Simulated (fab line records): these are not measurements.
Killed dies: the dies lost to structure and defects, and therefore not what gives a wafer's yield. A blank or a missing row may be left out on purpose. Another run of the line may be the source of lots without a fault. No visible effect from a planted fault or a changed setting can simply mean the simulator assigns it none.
What tool caused it?	flow n5_finfet	Sampling: 24 lots, 72 wafers, 6 of 1938 route steps

== WHAT EACH GAUGE READ, for each wafer ==
The record lacks any reading of a measuring or inspecting step that a usual standard deviation could be used to judge.

== EACH LOT AND THE TOOL THAT RAN IT (in order: tool; ch and the chambers of the sampled wafers; start) ==
lot	N5_BEOL_M2_STRIP_36	N5_BEOL_M2_PRE_CLEAN_45	N5_BEOL_M2_SPUTTER_48	N5_BEOL_M2_ANNEAL_49	N5_BEOL_M2_CO_CAP_55	N5_BEOL_M3_HM_DEP_02
L074	rie_diel-01 ch 0,3, day 7 04:04	pvd_sputter-01, day 7 05:21	pvd_sputter-03, day 7 06:05	pvd_sputter-03, day 7 06:10	cvd_co-01 ch 1,2, day 7 08:43	pvd_sputter-01, day 7 11:51
L075	rie_diel-04 ch 0,1,2, day 7 08:10	pvd_sputter-03, day 7 08:38	pvd_sputter-01, day 7 09:44	pvd_sputter-01, day 7 09:50	cvd_co-01 ch 0,1,2, day 7 12:28	pvd_sputter-02, day 7 15:23
L076	rie_diel-04 ch 0,1, day 7 20:05	pvd_sputter-03, day 7 20:32	pvd_sputter-01, day 7 21:39	pvd_sputter-01, day 7 21:44	cvd_co-01 ch 0,1,2, day 8 00:17	pvd_sputter-03, day 8 02:31
L077	rie_diel-01 ch 0,1, day 8 04:28	pvd_sputter-03, day 8 05:40	pvd_sputter-03, day 8 06:34	pvd_sputter-03, day 8 06:39	cvd_co-02 ch 0,1, day 8 09:28	pvd_sputter-01, day 8 10:13
L078	rie_diel-06 ch 1,3, day 8 08:46	pvd_sputter-02, day 8 09:46	pvd_sputter-01, day 8 10:39	pvd_sputter-01, day 8 10:44	cvd_co-01 ch 0,1,2, day 8 13:16	pvd_sputter-01, day 8 15:51
L079	rie_diel-04 ch 0,1,3, day 8 09:19	pvd_sputter-02, day 8 10:00	pvd_sputter-02, day 8 10:55	pvd_sputter-02, day 8 11:00	cvd_co-02 ch 0,1,2, day 8 13:33	pvd_sputter-03, day 8 15:52
L080	rie_diel-04 ch 1,2,3, day 8 16:13	pvd_sputter-02, day 8 16:52	pvd_sputter-02, day 8 17:29	pvd_sputter-02, day 8 17:34	cvd_co-02 ch 0,1,2, day 8 21:34	pvd_sputter-03, day 8 23:14
L081	rie_diel-06 ch 0,1,2, day 8 19:47	pvd_sputter-02, day 8 20:14	pvd_sputter-02, day 8 21:19	pvd_sputter-02, day 8 21:24	cvd_co-02 ch 1,2, day 8 23:58	pvd_sputter-02, day 9 00:47
L082	rie_diel-04 ch 1,2, day 9 00:20	pvd_sputter-03, day 9 00:58	pvd_sputter-02, day 9 01:40	pvd_sputter-02, day 9 01:44	cvd_co-02 ch 0,1, day 9 04:18	pvd_sputter-02, day 9 06:16
L083	rie_diel-04 ch 1,2, day 9 00:53	pvd_sputter-03, day 9 01:29	pvd_sputter-01, day 9 02:00	pvd_sputter-01, day 9 02:05	cvd_co-01 ch 0,1,2, day 10 19:05	pvd_sputter-02, day 10 20:07
L084	rie_diel-01 ch 2,3, day 10 17:05	pvd_sputter-02, day 10 18:06	pvd_sputter-01, day 10 18:43	pvd_sputter-01, day 10 18:47	cvd_co-02 ch 0,2, day 10 21:56	pvd_sputter-02, day 10 23:32
L085	rie_diel-01 ch 1,2,3, day 10 23:39	pvd_sputter-03, day 11 00:25	pvd_sputter-03, day 11 01:07	pvd_sputter-03, day 11 01:12	cvd_co-02 ch 1,2, day 11 03:44	pvd_sputter-03, day 11 04:53
L086	rie_diel-04 ch 0,1, day 10 23:47	pvd_sputter-02, day 11 00:30	pvd_sputter-02, day 11 01:18	pvd_sputter-02, day 11 01:23	cvd_co-02 ch 0,1, day 11 04:01	pvd_sputter-03, day 11 05:26
L087	rie_diel-01 ch 0,2,3, day 11 04:58	pvd_sputter-01, day 11 05:47	pvd_sputter-01, day 11 06:29	pvd_sputter-01, day 11 06:34	cvd_co-02 ch 1,2, day 11 09:09	pvd_sputter-03, day 11 09:57
L088	rie_diel-01 ch 0,2,3, day 11 08:32	pvd_sputter-01, day 11 09:05	pvd_sputter-03, day 11 10:03	pvd_sputter-03, day 11 10:08	cvd_co-01 ch 0,1,2, day 11 14:21	pvd_sputter-01, day 11 16:20
L090	rie_diel-04 ch 0,2,3, day 11 12:23	pvd_sputter-02, day 11 13:19	pvd_sputter-01, day 11 14:20	pvd_sputter-01, day 11 14:25	cvd_co-01 ch 0,1,2, day 11 16:59	pvd_sputter-01, day 11 17:40
L089	rie_diel-06 ch 2,3, day 11 12:52	pvd_sputter-03, day 11 13:33	pvd_sputter-02, day 11 14:35	pvd_sputter-02, day 11 14:40	cvd_co-02 ch 1,2, day 11 17:14	pvd_sputter-01, day 11 17:46
L092	rie_diel-01 ch 1,2,3, day 12 00:22	pvd_sputter-03, day 12 00:47	pvd_sputter-03, day 12 01:27	pvd_sputter-03, day 12 01:32	cvd_co-01 ch 0,2, day 12 04:05	pvd_sputter-03, day 12 04:53
L091	rie_diel-04 ch 2,3, day 12 06:01	pvd_sputter-02, day 12 06:29	pvd_sputter-01, day 12 08:31	pvd_sputter-01, day 12 08:36	cvd_co-01 ch 0,2, day 12 11:08	pvd_sputter-01, day 12 12:24
L093	rie_diel-06 ch 2,3, day 12 08:37	pvd_sputter-03, day 12 09:40	pvd_sputter-03, day 12 10:32	pvd_sputter-03, day 12 10:37	cvd_co-01 ch 1,2, day 12 13:17	pvd_sputter-01, day 12 15:14
L094	rie_diel-01 ch 0,2,3, day 12 11:50	pvd_sputter-01, day 12 12:42	pvd_sputter-01, day 12 13:19	pvd_sputter-01, day 12 13:23	cvd_co-01 ch 0,1, day 12 15:56	pvd_sputter-03, day 12 18:31
L096	rie_diel-04 ch 1,2,3, day 12 12:34	pvd_sputter-03, day 12 13:07	pvd_sputter-02, day 12 14:10	pvd_sputter-02, day 12 14:14	cvd_co-02 ch 0,1, day 12 16:47	pvd_sputter-03, day 12 18:37
L095	rie_diel-01 ch 0,2,3, day 12 14:55	pvd_sputter-01, day 12 15:44	pvd_sputter-03, day 12 16:22	pvd_sputter-03, day 12 16:26	cvd_co-02 ch 0,1,2, day 12 19:08	pvd_sputter-03, day 12 19:34
L097	rie_diel-04 ch 1,2,3, day 12 18:32	pvd_sputter-02, day 12 19:11	pvd_sputter-01, day 12 22:08	pvd_sputter-01, day 12 22:13	cvd_co-01 ch 0,1, day 13 00:46	pvd_sputter-01, day 13 01:11
- N5_BEOL_M2_STRIP_36: strips in N2/H2.
- N5_BEOL_M2_PRE_CLEAN_45: time 30 s.
- N5_BEOL_M2_SPUTTER_48: material Cu, target thk 4.5 nm, time 8.29 s.
- N5_BEOL_M2_ANNEAL_49: time 240 s.
- N5_BEOL_M2_CO_CAP_55: material Co, precursor CCTBA/H2, target thk 2 nm, time 102.1 s.
- N5_BEOL_M3_HM_DEP_02: deposits TiN, target thk 20 nm.

== AS READ BY THE TOOLS THEMSELVES (means over the sampled wafers that have a number; for cases with no such wafer, the mark the record gives instead) ==
N5_BEOL_M2_STRIP_36. Usual: drypump_motor_current_A 5.7 A, standard deviation 0.36; h2_flow_sccm 200.0 sccm, standard deviation 0.6; oes_product_au 0.81 a.u., standard deviation 0.092; rf_vpp_V 59.3 V, standard deviation 1.3; showerhead_plenum_p_Torr 2.59 Torr, standard deviation 0.068; throttle_valve_pct 23.4 %, standard deviation 0.33.
lot	tool	drypump_motor_current_A (A)	h2_flow_sccm (sccm)	oes_product_au (a.u.)	rf_vpp_V (V)	showerhead_plenum_p_Torr (Torr)	throttle_valve_pct (%)	flag
L074	rie_diel-01	5.4	199.8	0.91	59.3	2.62	23.2	
L075	rie_diel-04	6.1	199.6	0.81	60.9	2.58	23.6	
L076	rie_diel-04	6.2	199.2	0.79	59.1	2.62	23.6	
L077	rie_diel-01	5.7	200.3	0.85	59.8	2.67	23.3	
L078	rie_diel-06	5.2	199.9	0.74	58.8	2.45	23.4	
L079	rie_diel-04	5.9	200.4	0.86	58.9	2.60	23.3	
L080	rie_diel-04	5.9	199.9	0.79	59.7	2.57	23.5	
L081	rie_diel-06	5.5	199.9	0.82	59.4	2.58	23.3	
L082	rie_diel-04	6.0	200.3	0.72	59.5	2.54	23.8	
L083	rie_diel-04	6.0	199.5	0.72	59.4	2.54	23.8	
L084	rie_diel-01	5.7	200.3	0.83	58.2	2.64	23.3	
L085	rie_diel-01	5.5	200.0	0.80	59.4	2.62	23.4	
L086	rie_diel-04	6.2	199.9	0.84	60.3	2.59	23.5	
L087	rie_diel-01	5.7	199.3	0.84	60.5	2.65	23.2	
L088	rie_diel-01	5.7	199.9	0.84	59.1	2.65	23.2	
L090	rie_diel-04	5.8	200.1	0.81	58.8	2.55	23.4	
L089	rie_diel-06	5.1	200.0	0.76	60.1	2.46	23.3	
L092	rie_diel-01	5.5	199.5	0.78	57.7	2.61	23.4	
L091	rie_diel-04	5.8	200.1	0.75	59.4	2.52	23.5	
L093	rie_diel-06	5.2	199.6	0.75	58.3	2.46	23.3	
L094	rie_diel-01	5.7	200.1	0.82	59.7	2.64	23.2	
L096	rie_diel-04	5.9	200.3	0.75	59.8	2.56	23.5	
L095	rie_diel-01	5.7	200.3	0.82	58.9	2.64	23.2	
L097	rie_diel-04	5.9	200.2	0.76	58.7	2.55	23.6	

N5_BEOL_M2_PRE_CLEAN_45. Usual: heater_power_w at 338 W, with a standard deviation of 33.
lot	tool	heater_power_w (W)	flag
L074	pvd_sputter-01	343	
L075	pvd_sputter-03	313	
L076	pvd_sputter-03	363	
L077	pvd_sputter-03	346	
L078	pvd_sputter-02	369	
L079	pvd_sputter-02	343	
L080	pvd_sputter-02	356	
L081	pvd_sputter-02	355	
L082	pvd_sputter-03	313	
L083	pvd_sputter-03	350	
L084	pvd_sputter-02	348	
L085	pvd_sputter-03	347	
L086	pvd_sputter-02	361	
L087	pvd_sputter-01	321	
L088	pvd_sputter-01	323	
L090	pvd_sputter-02	358	
L089	pvd_sputter-03	304	
L092	pvd_sputter-03	363	
L091	pvd_sputter-02	340	
L093	pvd_sputter-03	376	
L094	pvd_sputter-01	319	
L096	pvd_sputter-03	352	
L095	pvd_sputter-01	320	
L097	pvd_sputter-02	346	

N5_BEOL_M2_SPUTTER_48. Usual: chamber_pressure_pa 0.07 Pa, standard deviation 0.00014; throttle_valve_pct 29.7 %, standard deviation 0.78.
lot	tool	chamber_pressure_pa (Pa)	throttle_valve_pct (%)	flag
L074	pvd_sputter-03	0.07	30.0	
L075	pvd_sputter-01	0.07	28.8	
L076	pvd_sputter-01	0.07	29.4	
L077	pvd_sputter-03	0.07	29.3	
L078	pvd_sputter-01	0.07	29.4	
L079	pvd_sputter-02	0.07	29.7	
L080	pvd_sputter-02	0.07	30.0	
L081	pvd_sputter-02	0.07	30.0	
L082	pvd_sputter-02	0.07	29.6	
L083	pvd_sputter-01	0.07	30.2	
L084	pvd_sputter-01	0.07	30.7	
L085	pvd_sputter-03	0.07	29.4	
L086	pvd_sputter-02	0.07	29.6	
L087	pvd_sputter-01	0.07	30.3	
L088	pvd_sputter-03	0.07	29.3	
L090	pvd_sputter-01	0.07	28.8	
L089	pvd_sputter-02	0.07	29.9	
L092	pvd_sputter-03	0.07	29.7	
L091	pvd_sputter-01	0.07	30.1	
L093	pvd_sputter-03	0.07	29.2	
L094	pvd_sputter-01	0.07	29.7	
L096	pvd_sputter-02	0.07	29.6	
L095	pvd_sputter-03	0.07	29.5	
L097	pvd_sputter-01	0.07	29.7	

N5_BEOL_M2_ANNEAL_49. Usual: heater_power_w at 832 W, with a standard deviation of 74.
lot	tool	heater_power_w (W)	flag
L074	pvd_sputter-03	852	
L075	pvd_sputter-01	787	
L076	pvd_sputter-01	849	
L077	pvd_sputter-03	869	
L078	pvd_sputter-01	846	
L079	pvd_sputter-02	855	
L080	pvd_sputter-02	857	
L081	pvd_sputter-02	855	
L082	pvd_sputter-02	888	
L083	pvd_sputter-01	832	
L084	pvd_sputter-01	794	
L085	pvd_sputter-03	872	
L086	pvd_sputter-02	878	
L087	pvd_sputter-01	803	
L088	pvd_sputter-03	862	
L090	pvd_sputter-01	834	
L089	pvd_sputter-02	858	
L092	pvd_sputter-03	783	
L091	pvd_sputter-01	773	
L093	pvd_sputter-03	809	
L094	pvd_sputter-01	797	
L096	pvd_sputter-02	875	
L095	pvd_sputter-03	871	
L097	pvd_sputter-01	840	

N5_BEOL_M2_CO_CAP_55. Usual: heater_power_w at 243 W, with a standard deviation of 16.
lot	tool	heater_power_w (W)	flag
L074	cvd_co-01	241	
L075	cvd_co-01	245	
L076	cvd_co-01	243	
L077	cvd_co-02	238	
L078	cvd_co-01	245	
L079	cvd_co-02	242	
L080	cvd_co-02	243	
L081	cvd_co-02	247	
L082	cvd_co-02	235	
L083	cvd_co-01	247	
L084	cvd_co-02	242	
L085	cvd_co-02	243	
L086	cvd_co-02	236	
L087	cvd_co-02	247	
L088	cvd_co-01	245	
L090	cvd_co-01	243	
L089	cvd_co-02	239	
L092	cvd_co-01	251	
L091	cvd_co-01	255	
L093	cvd_co-01	246	
L094	cvd_co-01	227	
L096	cvd_co-02	239	
L095	cvd_co-02	245	
L097	cvd_co-01	231	

N5_BEOL_M3_HM_DEP_02. Usual: chamber_pressure_pa 0.4999 Pa, standard deviation 0.001; throttle_valve_pct 29.8 %, standard deviation 0.77.
lot	tool	chamber_pressure_pa (Pa)	throttle_valve_pct (%)	flag
L074	pvd_sputter-01	0.5000	29.9	
L075	pvd_sputter-02	0.4997	30.1	
L076	pvd_sputter-03	0.4992	30.0	
L077	pvd_sputter-01	0.5002	30.5	
L078	pvd_sputter-01	0.4999	29.4	
L079	pvd_sputter-03	0.4991	29.5	
L080	pvd_sputter-03	0.5001	29.8	
L081	pvd_sputter-02	0.4994	30.0	
L082	pvd_sputter-02	0.4996	29.8	
L083	pvd_sputter-02	0.4999	29.8	
L084	pvd_sputter-02	0.4999	29.5	
L085	pvd_sputter-03	0.5006	29.5	
L086	pvd_sputter-03	0.4996	30.1	
L087	pvd_sputter-03	0.5009	30.3	
L088	pvd_sputter-01	0.5001	29.8	
L090	pvd_sputter-01	0.5005	30.3	
L089	pvd_sputter-01	0.4994	30.5	
L092	pvd_sputter-03	0.4999	29.9	
L091	pvd_sputter-01	0.4998	29.8	
L093	pvd_sputter-01	0.4993	28.9	
L094	pvd_sputter-03	0.5003	29.9	
L096	pvd_sputter-03	0.5005	30.0	
L095	pvd_sputter-03	0.4986	30.1	
L097	pvd_sputter-01	0.5002	30.4	

== THE ANSWER, worked out from the rows above alone ==
Rule: lot off if the mean of its wafers having a number is beyond 3 standard deviations from the usual mean. A lot without any number at a reading at which 4 lots or more have one is off too. All remaining lots with rows at the step are treated as sound. After the gauges, taken in route order, come the tools' own readings; for these a lot's mean is taken, as printed above. At the first step where some lot is off, the reading lying furthest off is the one used; lots without a number count as furthest.
No lot is off on any of the readings shown, so nothing can be concluded from this.

== WHAT HAD BEEN PUT IN BY THE SIMULATOR ==
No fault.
